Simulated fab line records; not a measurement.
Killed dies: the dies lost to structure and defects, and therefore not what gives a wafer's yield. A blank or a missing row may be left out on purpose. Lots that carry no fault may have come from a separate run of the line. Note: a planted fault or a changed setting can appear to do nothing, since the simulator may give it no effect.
Which tool is to blame? / flow n5_finfet / 24 lots, 72 wafers sampled, at 1 step of a route of 1938

WHAT EACH GAUGE READ, for each wafer
N5_BEOL_M11_CD_MEAS_28: target cd 70 nm.
lot=L074; measured=day 10 10:10; on=cd_sem-02; cd_nm (nm)=68.9 68.9 70.0
lot=L075; measured=day 10 17:42; on=cd_sem-01; cd_nm (nm)=70.0 69.8 70.9
lot=L076; measured=day 11 03:08; on=cd_sem-02; cd_nm (nm)=67.8 67.7 68.1
lot=L077; measured=day 11 15:20; on=cd_sem-01; cd_nm (nm)=69.0 68.3 67.4
lot=L079; measured=day 12 00:11; on=cd_sem-03; cd_nm (nm)=67.4 69.3 68.8
lot=L080; measured=day 12 00:27; on=cd_sem-01; cd_nm (nm)=69.6 68.8 69.5
lot=L078; measured=day 12 03:07; on=cd_sem-02; cd_nm (nm)=70.8 70.1 70.2
lot=L081; measured=day 12 05:44; on=cd_sem-02; cd_nm (nm)=69.0 68.4 68.7
lot=L082; measured=day 12 17:11; on=cd_sem-01; cd_nm (nm)=69.0 68.2 68.9
lot=L085; measured=day 13 02:49; on=cd_sem-01; cd_nm (nm)=67.8 68.6 67.8
lot=L083; measured=day 13 08:32; on=cd_sem-02; cd_nm (nm)=68.8 69.4 69.3
lot=L084; measured=day 13 14:28; on=cd_sem-03; cd_nm (nm)=69.9 69.4 69.1
lot=L087; measured=day 13 18:01; on=cd_sem-03; cd_nm (nm)=69.0 70.3 70.3
lot=L086; measured=day 13 21:29; on=cd_sem-03; cd_nm (nm)=68.1 67.4 68.9
lot=L090; measured=day 14 10:35; on=cd_sem-02; cd_nm (nm)=68.9 69.4 68.8
lot=L088; measured=day 14 15:53; on=cd_sem-01; cd_nm (nm)=69.0 69.0 69.4
lot=L091; measured=day 14 19:14; on=cd_sem-03; cd_nm (nm)=69.2 68.2 69.2
lot=L089; measured=day 15 02:14; on=cd_sem-01; cd_nm (nm)=69.0 69.6 70.0
lot=L092; measured=day 15 06:05; on=cd_sem-03; cd_nm (nm)=68.6 69.4 69.8
lot=L093; measured=day 15 11:22; on=cd_sem-02; cd_nm (nm)=68.5 69.0 69.1
lot=L094; measured=day 15 19:31; on=cd_sem-01; cd_nm (nm)=70.1 69.4 70.4
lot=L095; measured=day 16 06:32; on=cd_sem-02; cd_nm (nm)=69.3 70.0 69.0
lot=L096; measured=day 16 06:42; on=cd_sem-02; cd_nm (nm)=70.1 68.6 69.7
lot=L097; measured=day 16 16:09; on=cd_sem-02; cd_nm (nm)=69.6 69.7 68.1

WHAT TOOL EACH LOT RAN ON (gives the tool, then ch and the chambers of the sampled wafers, and finally the start)
Before these readings, the record contains no process step.

WHAT THE TOOLS THEMSELVES READ (means of the sampled wafers that have a number; where no wafer has one, the mark that the record gives instead)
The record holds no such reading with a usual standard deviation.

THE ANSWER, worked out from the rows above alone
Rule: the lots themselves supply what counts as usual. The widest of any qualifying gaps counts: lots, ordered by their means at a reading, are off when they make up no more than a third of the lots, leave a main group of 4 or more, and stand apart from it by 3 or more times the standard deviation of that group's means. A main group whose means are all the same, to the digits that the tables above print for the reading, isn't used. Also off: a lot with no number at a reading for which 4 or more lots have one. The other lots that the step has rows for count as sound. After the gauges, taken in route order, come the tools' own readings; for these a lot's mean is taken, as printed above. At the first step where some lot is off, the reading lying furthest off is the one used; lots without a number count as furthest.
No lot is off at any reading shown: from this, nothing can be told.

WHAT THE SIMULATOR PUT IN
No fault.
